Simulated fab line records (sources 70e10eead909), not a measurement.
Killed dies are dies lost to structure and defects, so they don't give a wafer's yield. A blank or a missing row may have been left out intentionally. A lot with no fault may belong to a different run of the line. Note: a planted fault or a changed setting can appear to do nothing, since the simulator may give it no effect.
Chamber matching	flow nandHarc	NHARC_A_M1_DEP_33 on pecvd-04 has 3 sister chambers
The step deposits SiCN, target thk 30 nm. 14 wafers are shown with their chamber, then 7 later ones without.

== WAFERS WITH THEIR CHAMBER ==
wafer	chamber	heaterPowerW (W)	heaterPowerOuterW (W)	chamberPressureTorr (Torr)
L809.3	0	531	285	3.003
L809.4	2	450	230	3.011
L809.6	1	630	341	2.994
L807.1	2	511	269	2.998
L807.4	1	627	349	3.002
L807.5	2	521	266	3.003
L808.1	2	496	244	3.002
L808.2	0	538	277	2.998
L808.6	1	528	268	2.999
L810.2	1	606	341	3.000
L810.3	2	515	271	3.002
L810.6	0	531	303	2.997
L817.3	2	513	270	3.019
L817.4	1	575	304	2.986

SIGNATURES, as means of the wafers listed above
reading	chamber 0	chamber 1	chamber 2	scatter within a chamber
heaterPowerW	533.33	593.20	501.00	31.2
heaterPowerOuterW	288.33	320.60	258.33	24.3
chamberPressureTorr	2.99933	2.99620	3.00583	0.00664
Rule: a wafer's distance from a chamber is the root of the sum, over the readings, of the square of ((its reading less the chamber's mean) divided by the reading's scatter). The wafer belongs to the nearest chamber; if the next one is less than 2 further off, it can't be placed. The scatter: the root of (the sum of the squares of (reading less its chamber's mean) over the shown wafers, divided by (wafers less chambers)).

== WAFERS MISSING THEIR CHAMBER ==
wafer	heaterPowerW (W)	heaterPowerOuterW (W)	chamberPressureTorr (Torr)
L817.6	520	273	3.011
L818.1	541	279	3.001
L818.3	459	235	2.987
L818.4	460	237	2.997
L822.1	517	265	2.999
L822.3	505	258	2.985
L822.6	502	267	2.991

== EACH ONE'S CHAMBER ==
wafer	from the rows above	in truth
L817.6	can't be placed: 2 or 0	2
L818.1	can't be placed: 0 or 2 or 1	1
L818.3	can't be placed: 2 or 0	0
L818.4	can't be placed: 2 or 0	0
L822.1	can't be placed: 0 or 2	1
L822.3	can't be placed: 0 or 2 or 1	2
L822.6	can't be placed: 0 or 2 or 1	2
0 of 7 placed correctly. Can't be placed from these rows: 7 (the true chamber is among the candidates in 6). 0 placed wrongly.
